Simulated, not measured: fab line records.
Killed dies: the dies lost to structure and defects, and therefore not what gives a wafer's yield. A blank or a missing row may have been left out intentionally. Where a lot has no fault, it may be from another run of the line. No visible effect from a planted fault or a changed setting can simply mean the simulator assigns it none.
The tool behind it: which one? | flow n5_finfet | 27 wafers sampled from 9 lots at 1 step of a route of 1938

## WHAT THE GAUGES READ, wafer by wafer
N5_BEOL_M4_RC_MEAS_101.
lot  | measured     | on        | DIBL_N (mV/V)
L165 | day 8 12:54  | prober-01 | 34.9 37.1 34.9
L167 | day 8 21:28  | prober-01 | 37.0 38.6 36.6
L168 | day 9 10:14  | prober-01 | 38.5 34.7 36.1
L169 | day 9 20:15  | prober-02 | 35.0 35.7 33.9
L177 | day 11 12:56 | prober-01 | 35.1 37.4 35.0
L178 | day 12 01:16 | prober-01 | 38.7 36.5 37.8
L179 | day 12 07:37 | prober-01 | 36.3 35.7 38.1
L181 | day 12 13:29 | prober-02 | 38.7 35.6 38.0
L186 | day 14 23:12 | prober-01 | 37.0 40.1 38.5

## WHICH TOOL RAN EACH LOT (tool, then ch and the chambers of the sampled wafers, then the start)
Before these readings, the record contains no process step.

## THE ANSWER, worked out from the rows above alone
Rule: what is usual is taken from the lots themselves. The widest of any qualifying gaps counts: lots, ordered by their means at a reading, are off when they make up no more than a third of the lots, leave a main group of 4 or more, and stand apart from it by 3 or more times the standard deviation of that group's means. A main group is skipped when, at the precision printed for the reading in the tables above, its means are all equal. A lot without any number at a reading at which 4 lots or more have one is off too. Where the step has rows for the other lots, those lots are counted as sound.
None of the lots is off at any reading shown; this tells nothing.

## WHAT WAS PUT IN BY THE SIMULATOR
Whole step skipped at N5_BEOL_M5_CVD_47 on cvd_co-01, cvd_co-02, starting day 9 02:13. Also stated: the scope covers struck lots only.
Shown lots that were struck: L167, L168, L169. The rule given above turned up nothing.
